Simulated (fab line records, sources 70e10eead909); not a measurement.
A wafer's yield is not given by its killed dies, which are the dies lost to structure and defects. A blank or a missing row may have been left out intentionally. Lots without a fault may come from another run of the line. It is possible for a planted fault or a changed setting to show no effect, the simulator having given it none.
fab line records | flow nand-harc
record: lots: 6 | wafers: 18 | last-day: 32
route steps=1302 shown P_ZERO_WELL@61 P_STI@69
lots that met no fault: taken from a fault-free run of the same line
start-h: start of the lot's first displayed wafer, in hours after the record's first day | wait-h: time in hours since the lot's previous step | " as in the row above | L1.1+2: one row covering several wafers at once | - no value, or no start given | * or withheld: withheld | < > ~ a bound
route shown NAME@n: NAME is a module with steps in the file, n the number in the route of the first one | usual: mean/standard deviation of fault-free wafers | same: alike in all rows | chamber/n: place in a boat | sites: per-site readings | _std_site: the values' standard deviation | _edge_site: outer sites' mean less inner sites' | radius-mm: how far each site lies from the wafer's centre | mask NAME#n: copy n | behind: the most recent tool/chamber to have shaped the wafer | hold: why the lot was held/for how many hours/how that ended | device: transistor that didn't switch, given as n, p or np | end of line: the route-end tests of the same wafers | step lacking rows: just its recipe | killed: the dies lost at the first sort to structure and to defects; this is not the yield of the wafer | map: a wafer's dies, x killed, . not, _ none there
set.NAME: the setting that was run; set.NAME@STEP: the one run at that earlier step | model.NAME: the simulator's own value behind a step, which no gauge read
lots at selected steps of the route; one table per step, one row per wafer
services: the hour from which a tool's chamber was out of use, counted from the record's first day as start-h (under 0 if before that day), plus the number of hours and why
== steps ==
step: NHARC_P_ZERO_WELL_DESCUM_54
recipe: time-s: 3 | o2-flow-sccm: 200 | ar-flow-sccm: 0 | bias-power-w: 0 | chemistry: O2
usual: drypump-motor-current-A: 5.6/0.48 | oes-product-au: 1.000/0.0081 | rf-vpp-V: 57.8/0.9 | showerhead-plenum-p-Torr: 1.91/0.066 | throttle-valve-pct: 11.310/0.009
lot.wafer | tool        | chamber | start-h | wait-h | drypump-motor-current-A | oes-product-au | rf-hours-counter-h | rf-vpp-V | showerhead-plenum-p-Torr | throttle-valve-pct
L294.2    | rie-diel-07 | 1       | 35.95   | -      | 5.7                     | 0.998          | 28                 | 59.3     | 1.96                     | 11.304
L294.1    | "           | 2       | "       | "      | 6.6                     | 0.997          | 23                 | 59.0     | 1.98                     | 11.310
L294.5    | "           | 0       | "       | "      | 6.2                     | 1.007          | -                  | 59.0     | 1.90                     | 11.316
L303.2    | rie-diel-01 | 0       | 126.14  | -      | 5.7                     | 1.007          | 26                 | 57.3     | 1.88                     | 11.319
L303.6    | "           | 2       | "       | "      | 5.0                     | 0.998          | -                  | 59.0     | 1.95                     | 11.306
L303.5    | "           | 3       | "       | "      | 5.1                     | 1.003          | -                  | 59.1     | 2.02                     | 11.293
L305.2    | rie-diel-04 | 2       | 162.81  | -      | 5.3                     | 0.987          | 48                 | 56.4     | 1.85                     | 11.306
L305.3    | "           | 3       | "       | "      | 6.2                     | 0.990          | 48                 | 56.8     | 1.82                     | 11.313
L305.6    | "           | 2       | "       | "      | 5.3                     | 0.997          | -                  | 57.9     | 1.85                     | 11.302
L306.4    | rie-diel-04 | 2       | 164.93  | -      | 5.3                     | 0.997          | 48                 | 57.2     | 1.85                     | 11.299
L306.6    | "           | 0       | "       | "      | 5.5                     | 0.997          | -                  | 57.8     | 1.89                     | 11.302
L306.5    | "           | 1       | "       | "      | 5.7                     | 1.002          | -                  | 56.9     | 1.93                     | 11.315
L313.4    | rie-diel-07 | 2       | 225.90  | -      | 6.6                     | 1.027          | 29                 | 57.2     | 1.96                     | 11.314
L313.6    | "           | 2       | "       | "      | 6.6                     | 1.019          | -                  | 57.7     | 1.97                     | 11.302
L313.5    | "           | 3       | "       | "      | 5.3                     | 1.021          | -                  | 58.4     | 1.97                     | 11.329
L315.3    | rie-diel-01 | 0       | 245.95  | -      | 5.7                     | 1.002          | 11                 | 59.5     | 1.87                     | 11.318
L315.1    | "           | 3       | "       | "      | 5.1                     | 0.996          | 12                 | 59.0     | 2.01                     | 11.319
L315.6    | "           | 1       | "       | "      | 5.1                     | 1.004          | -                  | 57.6     | 1.78                     | 11.304
step: NHARC_P_ZERO_WELL_IMPLANT_55
recipe: energy-kev: 180 | dose-cm2: 8e+11 | tilt-deg: 7
step: NHARC_P_ZERO_WELL_IMPLANT_61
recipe: energy-kev: 30 | dose-cm2: 5e+11 | tilt-deg: 7
step: NHARC_P_ZERO_WELL_STRIP_56
recipe: time-s: 840 | temp-c: 130 | chemistry: SPM
step: NHARC_P_ZERO_WELL_PRECLEAN_68
recipe: time-s: 60 | temp-c: 50 | bath-age-min: 0 | chemistry: SC1
step: NHARC_P_ZERO_WELL_SRD_69
step: NHARC_P_ZERO_WELL_RTA_42
recipe: temp-c: 1100 | time-s: 300
usual: lamp-power-pct: 36.4/0.51 | lamp_zone_3_pct: 36.4/0.51 | wafer_temp_C_max: 1105.6/2.1
lot.wafer | tool          | chamber | start-h | wait-h | lamp-power-pct | lamp_zone_3_pct | wafer_temp_C_max
L294.1    | rtp-anneal-01 | 0       | 36.91   | -      | 36.9           | 36.8            | 1107.3
L294.2    | "             | 0       | "       | "      | 36.9           | 36.8            | 1107.3
L294.5    | "             | 0       | "       | "      | 36.8           | 36.8            | 1108.6
L303.2    | rtp-anneal-02 | 0       | 127.21  | -      | 35.9           | 35.9            | 1105.4
L303.5    | "             | 0       | "       | "      | 35.9           | 36.0            | 1104.3
L303.6    | "             | 0       | "       | "      | 35.9           | 36.0            | 1102.9
L305.2    | rtp-anneal-01 | 0       | 163.88  | -      | 37.0           | 36.9            | 1108.1
L305.3    | "             | 0       | "       | "      | 37.0           | 37.0            | 1105.9
L305.6    | "             | 0       | "       | "      | 36.9           | 37.0            | 1108.2
L306.4    | rtp-anneal-02 | 0       | 166.20  | -      | 35.8           | 35.8            | 1104.1
L306.5    | "             | 0       | "       | "      | 35.8           | 35.8            | 1103.9
L306.6    | "             | 0       | "       | "      | 35.8           | 35.8            | 1106.8
L313.4    | rtp-anneal-01 | 0       | 227.20  | -      | 36.9           | 37.0            | 1107.7
L313.5    | "             | 0       | "       | "      | 36.9           | 36.9            | 1107.3
L313.6    | "             | 0       | "       | "      | 37.0           | 36.9            | 1106.9
L315.1    | rtp-anneal-02 | 0       | 246.93  | -      | 36.0           | 35.9            | 1104.2
L315.3    | "             | 0       | "       | "      | 35.8           | 35.9            | 1104.9
L315.6    | "             | 0       | "       | "      | 36.0           | 35.8            | 1104.0
step: NHARC_P_ZERO_WELL_INSPECT_43
usual: raw-defect-count: 12/6.1
lot.wafer | tool              | chamber | start-h | wait-h | raw-defect-count
L294.1    | defect-inspect-01 | -       | 37.58   | 0.6    | 16
L294.2    | "                 | -       | "       | "      | 25
L294.5    | "                 | -       | "       | "      | 11
L303.2    | defect-inspect-01 | -       | 127.78  | 0.5    | 8
L303.5    | "                 | -       | "       | "      | 12
L303.6    | "                 | -       | "       | "      | 10
L305.2    | defect-inspect-01 | -       | 164.45  | 0.5    | 18
L305.3    | "                 | -       | "       | "      | 15
L305.6    | "                 | -       | "       | "      | 17
L306.4    | defect-inspect-02 | -       | 166.55  | 0.2    | 10
L306.5    | "                 | -       | "       | "      | 10
L306.6    | "                 | -       | "       | "      | 16
L313.4    | defect-inspect-01 | -       | 227.56  | 0.2    | 16
L313.5    | "                 | -       | "       | "      | 22
L313.6    | "                 | -       | "       | "      | 17
L315.1    | defect-inspect-01 | -       | 247.61  | 0.6    | 6
L315.3    | "                 | -       | "       | "      | 7
L315.6    | "                 | -       | "       | "      | 8
step: NHARC_P_STI_ETCH_26
recipe: target-depth-a: 110 | chemistry: dHF | material: SiO2
step: NHARC_P_STI_PRECLEAN_27
recipe: time-s: * | temp-c: 50 | bath-age-min: 0 | chemistry: SC1
step: NHARC_P_STI_SRD_28
step: NHARC_P_STI_OXIDE_29
recipe: target-thk-a: 100 | temp-c: 900 | ox-time-s: 1362 | material: SiO2
step: NHARC_P_STI_HM_DEP_30
recipe: target-thk-a: 800 | temp-c: 790 | pressure-mtorr: 300 | time-s: 873 | material: Si3N4
usual: zone-power-lower-pct: 13.5/1.8
lot.wafer | tool     | chamber | start-h | wait-h | zone-power-lower-pct
L294.1    | lpcvd-02 | 1       | 49.24   | 3.5    | 13.5
L294.2    | "        | 1       | "       | "      | 13.7
L294.5    | "        | 1       | "       | "      | 13.6
L303.2    | lpcvd-01 | 0       | 141.61  | 3.5    | 11.3
L303.5    | "        | 0       | "       | "      | 11.2
L303.6    | "        | 0       | "       | "      | 11.1
L305.2    | lpcvd-01 | 0       | 175.46  | 3.5    | 11.1
L305.3    | "        | 0       | "       | "      | 11.3
L305.6    | "        | 0       | "       | "      | 11.3
L306.4    | lpcvd-01 | 1       | 175.46  | 3.5    | 15.3
L306.5    | "        | 1       | "       | "      | 15.0
L306.6    | "        | 1       | "       | "      | 15.1
L313.4    | lpcvd-01 | 1       | 243.27  | 3.5    | 15.1
L313.5    | "        | 1       | "       | "      | 15.2
L313.6    | "        | 1       | "       | "      | 14.8
L315.1    | lpcvd-02 | 1       | 258.02  | 3.5    | 13.7
L315.3    | "        | 1       | "       | "      | 13.8
L315.6    | "        | 1       | "       | "      | 13.7
step: NHARC_P_STI_DEHYDRATE_01
recipe: temp-c: 150 | time-s: 120
step: NHARC_P_STI_HMDS_02
recipe: time-s: 30
step: NHARC_P_STI_COAT_41
recipe: temp-c: 200 | time-s: 65
step: NHARC_P_STI_COAT_03
recipe: spin-rpm: 2000 | resist-thk-nm: 600
step: NHARC_P_STI_SOFTBAKE_04
recipe: temp-c: 125 | time-s: 70
step: NHARC_P_STI_EBR_05
step: NHARC_P_STI_EXPOSE_06
recipe: na: 0.55 | target-cd-nm: 200 | dose-mj: 37.69 | mask-id: P_STI
step: NHARC_P_STI_PEB_07
recipe: peb-temp-c: 128 | peb-time-s: 80
step: NHARC_P_STI_DEVELOP_08
recipe: time-s: 50 | dev-temp-c: 22
step: NHARC_P_STI_CD_MEAS_09
recipe: target-cd-nm: 200 | landing-energy-ev: 500
usual: cd-nm: 200.0/1.8
lot.wafer | tool      | chamber | start-h | wait-h | cd-nm
L294.1    | cd-sem-01 | 0       | 53.33   | -      | 197.4
L294.2    | "         | 0       | "       | "      | 198.5
L294.5    | "         | 0       | "       | "      | 200.2
L303.2    | cd-sem-01 | 0       | 145.72  | -      | 201.3
L303.5    | "         | 0       | "       | "      | 201.5
L303.6    | "         | 0       | "       | "      | 201.9
L305.2    | cd-sem-02 | 0       | 179.61  | -      | 200.1
L305.3    | "         | 0       | "       | "      | 198.9
L305.6    | "         | 0       | "       | "      | 198.2
L306.4    | cd-sem-02 | 0       | 179.78  | -      | 202.8
L306.5    | "         | 0       | "       | "      | 201.6
L306.6    | "         | 0       | "       | "      | 201.4
L313.4    | cd-sem-02 | 0       | 249.05  | -      | 202.2
L313.5    | "         | 0       | "       | "      | 203.3
L313.6    | "         | 0       | "       | "      | 201.7
L315.1    | cd-sem-03 | 0       | 262.17  | -      | 201.2
L315.3    | "         | 0       | "       | "      | 199.4
L315.6    | "         | 0       | "       | "      | 199.5
step: NHARC_P_STI_OVL_MEAS_10
usual: overlay-x-nm: 0/5.6 | overlay-y-nm: 0/7.5
lot.wafer | tool       | chamber | start-h | wait-h | overlay-x-nm | overlay-y-nm
L294.1    | overlay-01 | -       | 53.41   | -      | 13           | -2
L294.2    | "          | -       | "       | "      | 11           | -2
L294.5    | "          | -       | "       | "      | 12           | -2
L303.2    | overlay-01 | -       | 145.81  | -      | -1           | 6
L303.5    | "          | -       | "       | "      | -1           | 5
L303.6    | "          | -       | "       | "      | -1           | 6
L305.2    | overlay-02 | -       | 179.70  | -      | -8           | 12
L305.3    | "          | -       | "       | "      | -8           | 12
L305.6    | "          | -       | "       | "      | -8           | 12
L306.4    | overlay-02 | -       | 179.86  | -      | 7            | 11
L306.5    | "          | -       | "       | "      | 7            | 11
L306.6    | "          | -       | "       | "      | 8            | 11
L313.4    | overlay-02 | -       | 249.13  | -      | 3            | 2
L313.5    | "          | -       | "       | "      | 3            | 1
L313.6    | "          | -       | "       | "      | 4            | 1
L315.1    | overlay-02 | -       | 262.26  | -      | 1            | -11
L315.3    | "          | -       | "       | "      | 1            | -12
L315.6    | "          | -       | "       | "      | 0            | -12
step: NHARC_P_STI_INSPECT_11
usual: raw-defect-count: 5.4/2.6
lot.wafer | tool              | chamber | start-h | wait-h | hold                     | raw-defect-count
L294.1    | defect-inspect-02 | -       | 53.45   | 0.0    | -                        | 8
L294.2    | "                 | -       | "       | "      | -                        | 5
L294.5    | "                 | -       | "       | "      | -                        | 2
L303.2    | defect-inspect-01 | -       | 145.85  | 0.0    | await-dispo/0.2h/release | 991
L303.5    | "                 | -       | "       | "      | await-dispo/0.2h/release | 1006
L303.6    | "                 | -       | "       | "      | await-dispo/0.2h/release | 943
L303.2    | defect-inspect-01 | -       | 146.02  | 0.2    | -                        | 985
L303.5    | "                 | -       | "       | "      | -                        | 1007
L303.6    | "                 | -       | "       | "      | -                        | 955
L305.2    | defect-inspect-02 | -       | 179.74  | 0.0    | await-dispo/0.2h/release | 1006
L305.3    | "                 | -       | "       | "      | await-dispo/0.2h/release | 901
L305.6    | "                 | -       | "       | "      | await-dispo/0.2h/release | 931
L305.2    | defect-inspect-02 | -       | 179.91  | 0.2    | -                        | 996
L305.3    | "                 | -       | "       | "      | -                        | 888
L305.6    | "                 | -       | "       | "      | -                        | 924
L306.4    | defect-inspect-02 | -       | 179.90  | 0.0    | -                        | 6
L306.5    | "                 | -       | "       | "      | -                        | 4
L306.6    | "                 | -       | "       | "      | -                        | 5
L313.4    | defect-inspect-01 | -       | 249.18  | 0.1    | -                        | 7
L313.5    | "                 | -       | "       | "      | -                        | 6
L313.6    | "                 | -       | "       | "      | -                        | 3
L315.1    | defect-inspect-02 | -       | 262.29  | 0.0    | -                        | 9
L315.3    | "                 | -       | "       | "      | -                        | 4
L315.6    | "                 | -       | "       | "      | -                        | 5
== services ==
tool          | chamber | start-h | hours | kind
rtp-anneal-02 | -       | 12.00   | 12.0  | pm
rie-diel-07   | 0       | 23.04   | -     | clean
rie-diel-07   | 1       | 23.04   | -     | clean
rie-diel-07   | 2       | 23.04   | -     | clean
rie-diel-07   | 3       | 23.04   | -     | clean
lpcvd-01      | -       | 26.00   | 26.0  | pm
rie-diel-01   | -       | 27.75   | 9.0   | pm
rie-diel-01   | 0       | 27.75   | 9.0   | vent-cycle
rie-diel-01   | 1       | 27.75   | 9.0   | vent-cycle
rie-diel-01   | 2       | 27.75   | 9.0   | vent-cycle
rie-diel-07   | 2       | 51.25   | 2.8   | repair
rie-diel-01   | 2       | 60.43   | 7.4   | repair
rie-diel-07   | -       | 79.50   | 2.4   | repair
rie-diel-01   | 1       | 86.93   | 8.1   | repair
rie-diel-07   | 3       | 97.82   | 2.0   | repair
lpcvd-01      | -       | 105.68  | 0.7   | repair
rie-diel-07   | -       | 117.47  | 9.0   | pm
lpcvd-02      | -       | 134.97  | 0.7   | repair
rie-diel-07   | 2       | 176.40  | 1.7   | repair
rie-diel-04   | -       | 180.29  | 9.0   | pm
rie-diel-04   | 0       | 191.39  | 6.0   | repair
rie-diel-01   | -       | 204.75  | 9.0   | pm
rie-diel-07   | 2       | 207.60  | 7.9   | repair
rie-diel-07   | 2       | 255.00  | 1.6   | repair
== key ==
first-sign: step: NHARC_P_STI_INSPECT_11 | reading: visit | direction: added
effect: step: NHARC_P_STI_INSPECT_11 | reading: raw-defect-count | direction: up | sigmas: 99+ | usual: 5.4 | struck: 963
met-at NHARC_P_STI_HM_DEP_30
struck-wafers L303.2,L303.5,L303.6,L305.2,L305.3,L305.6
scrapped-behind NHARC_P_STI_INSPECT_11 L303.2,L303.5,L303.6,L305.2,L305.3,L305.6
fault: kind: chamber-particle-source | tool: lpcvd-01 | chamber: 0 | onset-h: 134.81 | steps: NHARC_P_STI_HM_DEP_30 | rate-per-visit-cm2: 1.4789 | end-h: 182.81
